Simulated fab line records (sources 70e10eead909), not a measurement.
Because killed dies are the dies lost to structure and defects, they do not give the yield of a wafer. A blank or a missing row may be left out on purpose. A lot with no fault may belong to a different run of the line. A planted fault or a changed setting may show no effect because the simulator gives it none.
Which tool is to blame? ; flow nand_harc ; Sampling: 6 lots, 17 wafers, 5 of 1159 route steps

WHAT THE GAUGES SHOWED, per wafer
NHARC_END_SORT_01.
lot;measured;on;killed_at_array
L599;day 19 16:41;prober-01;21 16 7
L603;day 20 12:49;prober-02;18 21 17
L608;day 21 17:04;prober-02;31 21 29
L610;day 22 09:53;prober-02;35 31 24
L618;day 25 01:14;prober-02;676 32 675
L619;day 25 03:48;prober-01;669 24

WHICH TOOL RAN EACH LOT (tool, then ch and the chambers of the sampled wafers, then the start)
lot;NHARC_A_CHANNEL_HOLE_D1_ETCH_44;NHARC_A_CHANNEL_FILL_D1_ALD_15;NHARC_A_CHANNEL_FILL_D1_ALD_16;NHARC_A_CHANNEL_FILL_D1_ETCHBACK_20
L599;rie_diel-12 ch 0,2,3, day 8 22:52;ald_sin_batch-02 ch 0, day 9 11:49 or earlier;ald_hk-04 ch 1,2, day 9 11:49;rie_diel-06 ch 1,2, day 10 01:00
L603;rie_diel-03 ch 1,2,3, day 9 12:13;ald_sin_batch-01 ch 0, day 10 02:20 or earlier;ald_hk-01 ch 2,3, day 10 02:20;rie_diel-04 ch 0,1,2, day 10 14:01
L608;rie_diel-03 ch 0,3, day 10 23:42;ald_sin_batch-01 ch 0, day 11 13:10 or earlier;ald_hk-03 ch 0,1,3, day 11 13:10;rie_diel-04 ch 2,3, day 12 00:50
L610;rie_diel-11 ch 1,2, day 11 15:40;ald_sin_batch-02 ch 0, day 12 04:49 or earlier;ald_hk-03 ch 2,3, day 12 04:49;rie_diel-05 ch 1,2, day 12 16:31
L618;rie_diel-11 ch 0,1,3, day 13 10:16;ald_sin_batch-01 ch 0, day 13 23:59 or earlier;ald_hk-01 ch 0,1, day 13 23:59;rie_diel-05 ch 0,1,2, day 14 12:47
L619;rie_diel-11 ch 0,1, day 13 20:02;ald_sin_batch-02 ch 0, day 14 09:19 or earlier;ald_hk-03 ch 0,1, day 14 09:19;rie_diel-05 ch 0,3, day 14 21:06
- NHARC_A_CHANNEL_HOLE_D1_ETCH_44: etches the open film in CF4/O2, target depth 140 nm, overetch 14 nm, time 77 s.
- NHARC_A_CHANNEL_FILL_D1_ALD_15: deposits SiNx, target thk 2 nm, pulse time 60 s, ald cycles 19.
- NHARC_A_CHANNEL_FILL_D1_ALD_16: deposits SiO2, target thk 1.5 nm, pulse time 10 s, ald cycles 15.
- NHARC_A_CHANNEL_FILL_D1_ETCHBACK_20: etches the open film in C4F8/O2/Ar, target depth 27 nm, time 13.5 s.

THE ANSWER, worked out from the rows above alone
Rule: what is usual is taken from the lots themselves. The widest of any qualifying gaps counts: lots, ordered by their means at a reading, are off when they make up no more than a third of the lots, leave a main group of 4 or more, and stand apart from it by 3 or more times the standard deviation of that group's means. If all means in a main group match to the digits the tables above print for the reading, that group is not used. A lot without any number at a reading at which 4 lots or more have one is off too. Where the step has rows for the other lots, those lots are counted as sound.
Off: L618, L619 (NHARC_END_SORT_01, killed_at_array). Mean 23 and standard deviation 6.2 in the main group.
A tool fits if, at a process step before that reading, it ran every lot that is off, and no sound lot after the first of them. The gauges at NHARC_END_SORT_01 are tried like those tools. Because NHARC_A_CHANNEL_FILL_D1_ALD_15 lacks a start for some lots, the hours and order of its lots are taken from NHARC_A_CHANNEL_FILL_D1_ALD_16. This does not decide it: 2 tools fit, namely rie_diel-11 at NHARC_A_CHANNEL_HOLE_D1_ETCH_44 and rie_diel-05 at NHARC_A_CHANNEL_FILL_D1_ETCHBACK_20.

WHAT THE SIMULATOR HAD PUT IN
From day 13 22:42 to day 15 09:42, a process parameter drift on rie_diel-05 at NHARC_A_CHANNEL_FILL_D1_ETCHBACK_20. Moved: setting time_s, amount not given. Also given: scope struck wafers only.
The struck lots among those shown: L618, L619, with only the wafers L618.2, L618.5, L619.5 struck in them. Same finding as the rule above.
